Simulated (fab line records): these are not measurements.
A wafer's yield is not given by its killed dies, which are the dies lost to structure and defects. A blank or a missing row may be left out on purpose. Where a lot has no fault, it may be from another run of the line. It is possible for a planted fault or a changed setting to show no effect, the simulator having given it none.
Which tool is to blame? ; flow n5Finfet ; 42 wafers from 14 lots sampled at 3 of the route's 1938 steps

## WHAT THE GAUGES READ, wafer by wafer
N5_WELL_APT_OVL_MEAS_09.
lot;measured;on;NWELL_OVL (nm)
L967;day 2 07:37;overlay-02;-3 -5 -7
L968;day 2 13:58;overlay-02;5 -6 -5
L969;day 2 19:44;overlay-01;3 2 1
L970;day 3 01:52;overlay-02;-9 -6 -2
L972;day 3 13:35;overlay-02;1 -5 -1
L974;day 4 01:44;overlay-01;-4 -1 -7
L980;day 5 13:36;overlay-02;1 0 -7
L981;day 5 19:35;overlay-01;-10 -5 -5
L983;day 6 08:02;overlay-01;8 0 -2
L984;day 6 14:26;overlay-01;-5 -9 -1
L986;day 7 02:36;overlay-02;-4 1 -6
L987;day 7 07:35;overlay-02;-3 0 6

## TOOL THAT RAN EACH LOT (tool first, then ch and the chambers of the sampled wafers, then the start)
lot;N5_ZERO_LAYER_PEB_09;N5_ZERO_LAYER_ETCH_17
L967;lithoTrack-05 ch 0, day 2 06:33;rieDiel-06 ch 0,1, day 2 06:44
L968;lithoTrack-05 ch 0, day 2 12:39;rieDiel-04 ch 0,3, day 2 12:58
L969;lithoTrack-02 ch 0, day 2 18:39;rieDiel-06 ch 0,2, day 2 18:50
L970;lithoTrack-02 ch 0, day 3 00:40;rieDiel-06 ch 0,1,2, day 3 00:52
L972;lithoTrack-01 ch 0, day 3 12:31;rieDiel-06 ch 1,2,3, day 3 12:43
L974;lithoTrack-05 ch 0, day 4 00:39;rieDiel-06 ch 2,3, day 4 00:50
L976;lithoTrack-02, day 4 12:32;rieDiel-06 ch 1,2,3, day 4 13:23
L977;lithoTrack-01, day 4 18:39;rieDiel-02 ch 1,3, day 4 18:58
L980;lithoTrack-05 ch 0, day 5 12:31;rieDiel-06 ch 1,2, day 5 12:43
L981;lithoTrack-02 ch 0, day 5 18:31;rieDiel-02 ch 0,2,3, day 5 18:43
L983;lithoTrack-05 ch 0, day 6 06:40;rieDiel-02 ch 1,2,3, day 6 06:59
L984;lithoTrack-02 ch 0, day 6 12:31;rieDiel-02 ch 0,1,2, day 6 13:25
L986;lithoTrack-05 ch 0, day 7 00:32;rieDiel-04 ch 0,2,3, day 7 01:41
L987;lithoTrack-02 ch 0, day 7 06:31;rieDiel-06 ch 0,1,3, day 7 06:43
- N5_ZERO_LAYER_PEB_09
- N5_ZERO_LAYER_ETCH_17: etches SiO2 in CF4, target depth 12 nm, time 13.3 s.

## WHAT THE TOOLS THEMSELVES READ (means of the sampled wafers that have a number; where no wafer has one, the mark that the record gives instead)
N5_ZERO_LAYER_PEB_09.
lot;tool;exhaustPa (Pa)
L967;lithoTrack-05;45.3
L968;lithoTrack-05;45.4
L969;lithoTrack-02;44.4
L970;lithoTrack-02;45.3
L972;lithoTrack-01;44.9
L974;lithoTrack-05;45.6
L976;lithoTrack-02;-
L977;lithoTrack-01;-
L980;lithoTrack-05;44.7
L981;lithoTrack-02;45.5
L983;lithoTrack-05;45.8
L984;lithoTrack-02;45.1
L986;lithoTrack-05;44.3
L987;lithoTrack-02;44.1

N5_ZERO_LAYER_ETCH_17.
lot;tool;biasW (W);cf4FlowSccm (sccm);drypumpMotorCurrentA (A);oesProductAu (a.u.);rfFwdPowerW (W);rfVppV (V);showerheadPlenumPTorr (Torr);throttleValvePct (%)
L967;rieDiel-06;214.2;100.0;5.4;0.75;446.5;945;2.08;15.60
L968;rieDiel-04;214.9;99.8;5.7;0.71;446.3;948;2.11;15.75
L969;rieDiel-06;214.8;100.2;5.1;0.73;447.6;951;2.18;15.67
L970;rieDiel-06;215.2;99.7;5.2;0.74;446.8;948;2.13;15.65
L972;rieDiel-06;215.4;99.8;5.4;0.77;447.0;947;2.12;15.70
L974;rieDiel-06;214.9;100.1;5.3;0.76;447.9;950;2.17;15.74
L976;rieDiel-06;214.8;99.7;5.4;0.77;447.3;947;2.11;15.73
L977;rieDiel-02;214.9;100.0;5.9;0.74;446.0;945;2.07;15.50
L980;rieDiel-06;214.9;100.0;5.3;0.75;446.0;949;2.16;15.67
L981;rieDiel-02;214.7;100.0;5.5;0.72;446.6;949;2.14;15.75
L983;rieDiel-02;215.2;100.4;5.7;0.72;444.4;946;2.09;15.60
L984;rieDiel-02;215.0;99.9;5.6;0.71;446.6;948;2.12;15.60
L986;rieDiel-04;214.8;100.1;5.6;0.81;446.6;948;2.15;15.60
L987;rieDiel-06;214.6;100.2;5.3;0.79;447.8;943;2.07;15.62

## THE ANSWER, worked out from the rows above alone
Rule: the usual values come from the lots themselves. Put in order of their means at a reading, lots are off if they are a third of the lots or fewer, leave a main group of 4 or more, and stand apart from it by a gap of 3 or more times the standard deviation of the main group's means; of several such gaps the widest counts. A main group is skipped when, at the precision printed for the reading in the tables above, its means are all equal. A lot without any number at a reading at which 4 lots or more have one is off too. All remaining lots with rows at the step are treated as sound. First the gauges in route order, then the tools' own readings, where a lot's mean is used as printed above. The first step at which some lot is off is used, and at that step the reading that is off furthest; a lot without a number counts as furthest.
Off, at N5_ZERO_LAYER_PEB_09 on exhaustPa: L976, L977. Without a number there: L976, L977. The main group: mean 45.0 Pa, standard deviation 0.53.
If a tool, at that step or one of the process steps before it, ran each lot that is off and ran no sound lot following the first of them, it fits. Of those tried, none fits.

## WHAT THE SIMULATOR HAD INSERTED
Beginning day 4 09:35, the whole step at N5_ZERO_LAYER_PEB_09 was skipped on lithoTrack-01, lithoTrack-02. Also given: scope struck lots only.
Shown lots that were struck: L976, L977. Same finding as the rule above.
